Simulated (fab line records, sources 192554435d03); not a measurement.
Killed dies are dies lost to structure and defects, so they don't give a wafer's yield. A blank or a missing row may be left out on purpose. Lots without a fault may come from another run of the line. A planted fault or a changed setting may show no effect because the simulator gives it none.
fab line records | flow n5_finfet | part 2 of 2: steps 23 to 37 of 37
record lots=5 wafers=15 last_day=17
route steps=1938 shown MIM_BOT_ETCH@1870 PASS1_CAP@1873 TV_LITHO@1875 TV_OPEN@1887 PAD_METAL@1893 PASSIVATION@1897
lots that met no fault: from a run of the same line without faults
start_h: hours from the record's first day to the start of the lot's first wafer shown | wait_h: hours since the lot's step before | " the same as in the row above | L1.1+2: a row that stands for several wafers | - no value, or no start given | * or withheld: withheld | < > ~ a bound
route shown NAME@n: a module of which the file shows steps, and the number in the route of the first | usual: mean/standard deviation of fault-free wafers | same: alike in all rows | chamber/n: place in a boat | sites: the reading at each site | _std_site: their standard deviation | _edge_site: outer sites' mean less inner sites' | radius_mm: how far each site lies from the wafer's centre | mask NAME#n: copy n | behind: the tool/chamber that last shaped the wafer | hold: why the lot was held/for how many hours/how that ended | device: the transistor (n, p or np) that didn't switch | end of line: the same wafers' tests at the end of the route | a step without rows: its recipe alone | killed: dies lost to structure and defects at the first sort, not the wafer's yield | map: a wafer's dies, x killed, . not, _ none there
set.NAME: the setting as run; set.NAME@STEP: as run at that earlier step | model.NAME: the simulator's own value behind a step, which no gauge read
lots at some steps of the route; a table a step, a row a wafer
services: from which hour (start_h, from the record's first day; less than 0 if before it) a tool's chamber was out of use, for how many hours, and why
## steps
# step N5_PASSIVATION_SRD_17
# recipe time_s=30 temp_c=23 rinse_liquid=diw dry=n2_spin spin_rpm=1500 dry_time_s=30
# usual bath_heat_duty_pct=3.8/0.51
# columns lot.wafer tool chamber start_h wait_h bath_heat_duty_pct
L075.2 wet_bench-05 5 277.47 0.0 4.1
L075.3 " 6 " " 3.9
L075.5 " 3 " " 4.7
L076.2 wet_bench-04 3 278.52 0.0 4.0
L076.3 " 1 " " 3.3
L076.4 " 5 " " 3.9
L084.2 wet_bench-04 3 334.04 0.0 3.9
L084.3 " 1 " " 3.5
L084.4 " 4 " " 3.6
L087.2 wet_bench-04 3 345.04 0.0 3.9
L087.5 " 7 " " 4.7
L087.6 " 6 " " 4.4
L093.2 wet_bench-04 0 392.43 0.0 3.4
L093.4 " 6 " " 4.3
L093.6 " 1 " " 2.9
# step N5_PASSIVATION_DEGAS_18
# recipe ambient=vacuum temp_c=300 time_s=60
# usual heater_power_w=471/51
# columns lot.wafer tool chamber start_h wait_h heater_power_w
L075.2 pvd_sputter-01 - 277.56 0.1 544
L075.3 " - " " 470
L075.5 " - " " 540
L076.2 pvd_sputter-01 - 280.78 2.2 540
L076.3 " - " " 405
L076.4 " - " " 472
L084.2 pvd_sputter-01 - 334.24 0.2 487
L084.3 " - " " 405
L084.4 " - " " 547
L087.2 pvd_sputter-02 - 346.97 1.9 447
L087.5 " - " " 465
L087.6 " - " " 429
L093.2 pvd_sputter-03 - 392.48 0.0 496
L093.4 " - " " 475
L093.6 " - " " 503
# step N5_PASSIVATION_PRE_CLEAN_19
# recipe gas=H2/He time_s=* temp_c=*
# usual heater_power_w=471/51
# columns lot.wafer tool chamber start_h wait_h heater_power_w
L075.2 pvd_sputter-01 - 277.60 0.0 537
L075.3 " - " " 483
L075.5 " - " " 529
L076.2 pvd_sputter-01 - 280.82 0.0 532
L076.3 " - " " 399
L076.4 " - " " 482
L084.2 pvd_sputter-01 - 334.28 0.0 480
L084.3 " - " " 404
L084.4 " - " " 531
L087.2 pvd_sputter-02 - 347.01 0.0 435
L087.5 " - " " 459
L087.6 " - " " 449
L093.2 pvd_sputter-03 - 392.52 0.0 487
L093.4 " - " " 482
L093.6 " - " " 506
# step N5_PASSIVATION_SPUTTER_20
# recipe material=TaN target_thk_a=500 temp_c=25 chamber_pressure_pa=0.4
# usual throttle_valve_pct=29.4/1.2
# columns lot.wafer tool chamber start_h wait_h throttle_valve_pct
L075.2 pvd_sputter-01 - 277.64 0.0 31.1
L075.3 " - " " 27.1
L075.5 " - " " 31.1
L076.2 pvd_sputter-01 - 280.86 0.0 30.9
L076.3 " - " " 30.7
L076.4 " - " " 26.9
L084.2 pvd_sputter-01 - 334.32 0.0 27.3
L084.3 " - " " 30.4
L084.4 " - " " 31.0
L087.2 pvd_sputter-02 - 347.05 0.0 28.0
L087.5 " - " " 29.9
L087.6 " - " " 27.9
L093.2 pvd_sputter-03 - 392.56 0.0 29.6
L093.4 " - " " 30.9
L093.6 " - " " 30.0
# step N5_PASSIVATION_AL_DEP_21
# recipe material=Al target_thk_a=28000 temp_c=400 time_s=170 power_w=30000 chamber_pressure_pa=0.4 gas=Ar
# usual throttle_valve_pct=29.5/1.3
# columns lot.wafer tool chamber start_h wait_h throttle_valve_pct
L075.2 pvd_sputter-01 - 277.74 0.1 31.1
L075.3 " - " " 27.0
L075.5 " - " " 31.1
L076.2 pvd_sputter-01 - 280.96 0.1 31.0
L076.3 " - " " 30.5
L076.4 " - " " 27.4
L084.2 pvd_sputter-01 - 334.42 0.1 27.0
L084.3 " - " " 30.6
L084.4 " - " " 30.9
L087.2 pvd_sputter-02 - 347.15 0.1 27.7
L087.5 " - " " 29.7
L087.6 " - " " 27.8
L093.2 pvd_sputter-03 - 392.66 0.1 29.5
L093.4 " - " " 30.6
L093.6 " - " " 29.9
# step N5_PASSIVATION_HMDS_23
# recipe time_s=60 temp_c=120
# columns lot.wafer tool chamber start_h wait_h
L075.2+3+5 litho_track-05 0 277.92 0.1
L076.2+3+4 litho_track-04 0 281.15 0.1
L084.2+3+4 litho_track-05 0 334.61 0.1
L087.2+5+6 litho_track-04 0 347.34 0.1
L093.2+4+6 litho_track-05 0 392.84 0.1
# step N5_PASSIVATION_COAT_24
# recipe spin_rpm=3000 resist_thk_nm=withheld
# columns lot.wafer tool chamber start_h wait_h
L075.2+3+5 litho_track-05 0 - -
L076.2+3+4 litho_track-04 0 - -
L084.2+3+4 litho_track-05 0 - -
L087.2+5+6 litho_track-04 0 - -
L093.2+4+6 litho_track-05 0 - -
# step N5_PASSIVATION_EBR_26
# recipe solvent=PGMEA ebr_width_mm=1.5
# columns lot.wafer tool chamber start_h wait_h
L075.2+3+5 litho_track-05 0 - -
L076.2+3+4 litho_track-04 0 - -
L084.2+3+4 litho_track-05 0 - -
L087.2+5+6 litho_track-04 0 - -
L093.2+4+6 litho_track-05 0 - -
# step N5_PASSIVATION_SOFTBAKE_25
# recipe temp_c=100 time_s=90
# columns lot.wafer tool chamber start_h wait_h
L075.2+3+5 litho_track-05 0 - -
L076.2+3+4 litho_track-04 0 - -
L084.2+3+4 litho_track-05 0 - -
L087.2+5+6 litho_track-04 0 - -
L093.2+4+6 litho_track-05 0 - -
# step N5_PASSIVATION_EXPOSE_27
# recipe mask_id=PAD na=0.55 source_shape=conventional sigma_outer=0.8 polarization=unpolarized defocus_nm=0 dose_mj=32.3
# usual focus_offset_nm=0.0/0.54
# columns lot.wafer tool chamber start_h wait_h mask focus_offset_nm
L075.2 krf_scanner-02 0 278.16 - PAD#0 -0.5
L075.3 " 0 " " PAD#0 -0.4
L075.5 " 0 " " PAD#0 -0.1
L076.2 krf_scanner-01 0 281.38 - PAD#0 -1.0
L076.3 " 0 " " PAD#0 0.4
L076.4 " 0 " " PAD#0 -0.8
L084.2 krf_scanner-01 0 334.72 - PAD#0 0.0
L084.3 " 0 " " PAD#0 0.0
L084.4 " 0 " " PAD#0 -0.2
L087.2 krf_scanner-01 0 347.45 - PAD#0 1.3
L087.5 " 0 " " PAD#0 0.4
L087.6 " 0 " " PAD#0 -0.1
L093.2 krf_scanner-02 0 392.96 - PAD#0 0.2
L093.4 " 0 " " PAD#0 0.1
L093.6 " 0 " " PAD#0 -0.1
# step N5_PASSIVATION_PEB_28
# recipe peb_temp_c=withheld peb_time_s=*
# columns lot.wafer tool chamber start_h wait_h
L075.2+3+5 litho_track-02 0 278.21 0.0
L076.2+3+4 litho_track-02 0 281.44 0.0
L084.2+3+4 litho_track-02 0 334.77 0.0
L087.2+5+6 litho_track-05 0 347.50 0.0
L093.2+4+6 litho_track-05 0 393.01 0.0
# step N5_PASSIVATION_DEVELOP_29
# recipe develop_time_s=60 rinse_liquid=diw dry=air_spin dev_temp_c=21
# columns lot.wafer tool chamber start_h wait_h
L075.2+3+5 litho_track-02 0 - -
L076.2+3+4 litho_track-02 0 - -
L084.2+3+4 litho_track-02 0 - -
L087.2+5+6 litho_track-05 0 - -
L093.2+4+6 litho_track-05 0 - -
# step N5_PASSIVATION_HARDBAKE_31
# recipe temp_c=130 time_s=120
# columns lot.wafer tool chamber start_h wait_h
L075.2+3+5 litho_track-02 0 - -
L076.2+3+4 litho_track-02 0 - -
L084.2+3+4 litho_track-02 0 - -
L087.2+5+6 litho_track-05 0 - -
L093.2+4+6 litho_track-05 0 - -
# step N5_PASSIVATION_CD_MEAS_30
# recipe target_cd_nm=4000 landing_energy_ev=500 detector=se_inlens polarity=opening
# usual cd_nm=3999.9/1.5
# columns lot.wafer tool chamber start_h wait_h cd_nm
L075.2 cd_sem-03 0 278.33 - 3999.0
L075.3 " 0 " " 4001.6
L075.5 " 0 " " 3999.9
L076.2 cd_sem-02 0 281.56 - 3998.6
L076.3 " 0 " " 4001.7
L076.4 " 0 " " 4000.1
L084.2 cd_sem-02 0 334.89 - 4000.6
L084.3 " 0 " " 4000.0
L084.4 " 0 " " 4002.0
L087.2 cd_sem-03 0 347.62 - 3998.9
L087.5 " 0 " " 3998.8
L087.6 " 0 " " 3998.5
L093.2 cd_sem-02 0 393.13 - 4001.4
L093.4 " 0 " " 4000.9
L093.6 " 0 " " 4000.9
# step N5_PASSIVATION_OVL_MEAS_63
# recipe points_per_wafer=44
# usual PAD_OVL=1/5
# columns lot.wafer tool chamber start_h wait_h PAD_OVL[nm]
L075.2 overlay-02 0 278.36 0.0 13
L075.3 " 0 " " -1
L075.5 " 0 " " 6
L076.2 overlay-02 0 281.59 0.0 -2
L076.3 " 0 " " 2
L076.4 " 0 " " 5
L084.2 overlay-02 0 334.92 0.0 5
L084.3 " 0 " " 11
L084.4 " 0 " " 8
L087.2 overlay-02 0 347.65 0.0 -3
L087.5 " 0 " " -1
L087.6 " 0 " " -1
L093.2 overlay-02 0 393.16 0.0 -3
L093.4 " 0 " " 0
L093.6 " 0 " " 2
## services
# columns tool chamber start_h hours kind
wet_bench-02 - 262.00 2.2 repair
rie_diel-06 3 283.42 - clean
rie_diel-06 3 283.42 - consumable_replace:focus_ring
rie_diel-06 3 283.42 15.8 scheduled_down
rie_diel-06 3 283.42 15.8 vent_cycle
wet_bench-04 - 285.08 2.5 repair
krf_scanner-01 - 288.24 1.4 repair
krf_scanner-01 - 290.76 0.8 pm
rie_diel-06 0 294.17 6.8 repair
pecvd-04 0 295.90 4.6 repair
krf_scanner-02 - 303.43 44.9 repair
pvd_sputter-02 - 306.31 3.3 repair
krf_scanner-01 - 321.70 0.3 repair
rie_diel-06 1 331.18 - clean
rie_diel-06 1 331.18 - consumable_replace:focus_ring
litho_track-05 - 336.33 - consumable_replace:filter
wet_bench-04 - 337.54 2.9 repair
krf_scanner-02 - 348.37 1.0 pm
krf_scanner-02 - 358.67 0.8 pm
rie_diel-06 1 360.25 11.1 repair
krf_scanner-01 - 368.49 1.3 pm
krf_scanner-01 - 369.79 1.0 pm
pvd_sputter-01 - 371.82 3.9 repair
krf_scanner-01 - 379.30 0.6 repair
